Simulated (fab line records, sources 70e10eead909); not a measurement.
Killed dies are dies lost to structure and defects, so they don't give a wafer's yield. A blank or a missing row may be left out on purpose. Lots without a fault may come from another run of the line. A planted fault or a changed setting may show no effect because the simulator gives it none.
Chamber matching | flow nand_harc | NHARC_P_BONDPAD_STRIP_15 on rie_diel-13: 4 sister chambers
The step strips in O2. 4 wafers are shown with their chamber, then 10 later ones without.

WAFERS WITH THEIR CHAMBER
wafer  | chamber | drypump_motor_current_A (A)
L100.1 | 2       | 5.81
L101.4 | 1       | 5.64
L103.1 | 3       | 5.32
L103.3 | 0       | 5.60

WAFERS WITHOUT THEIR CHAMBER
wafer  | drypump_motor_current_A (A)
L103.5 | 5.34
L109.1 | 5.63
L109.2 | 5.58
L109.3 | 5.28
L110.2 | 5.32
L110.3 | 5.81
L110.6 | 5.56
L111.2 | 5.30
L111.4 | 5.56
L111.5 | 5.32

WHICH CHAMBER EACH WENT THROUGH
wafer  | from the rows above     | in truth
L103.5 | 3                       | 3
L109.1 | can't be placed: 1 or 0 | 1
L109.2 | can't be placed: 0 or 1 | 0
L109.3 | 3                       | 3
L110.2 | 3                       | 3
L110.3 | 2                       | 2
L110.6 | can't be placed: 0 or 1 | 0
L111.2 | 3                       | 3
L111.4 | can't be placed: 0 or 1 | 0
L111.5 | 3                       | 3
Placed correctly: 6 of 10. Can't be placed from these rows: 4 (the true chamber is among the candidates in 4). Placed wrongly: 0.
How it was worked out, from the rows above alone: a wafer's distance from a chamber is the root of the sum, over the readings, of the square of ((its reading less the chamber's mean) divided by the reading's scatter). The wafer belongs to the nearest chamber; if the next one is less than 2 further off, it can't be placed. A chamber's mean is the mean of its shown wafers. The scatter: with one shown wafer a chamber, the root of the mean of the squares of how far each hidden wafer lies from its nearest shown one.
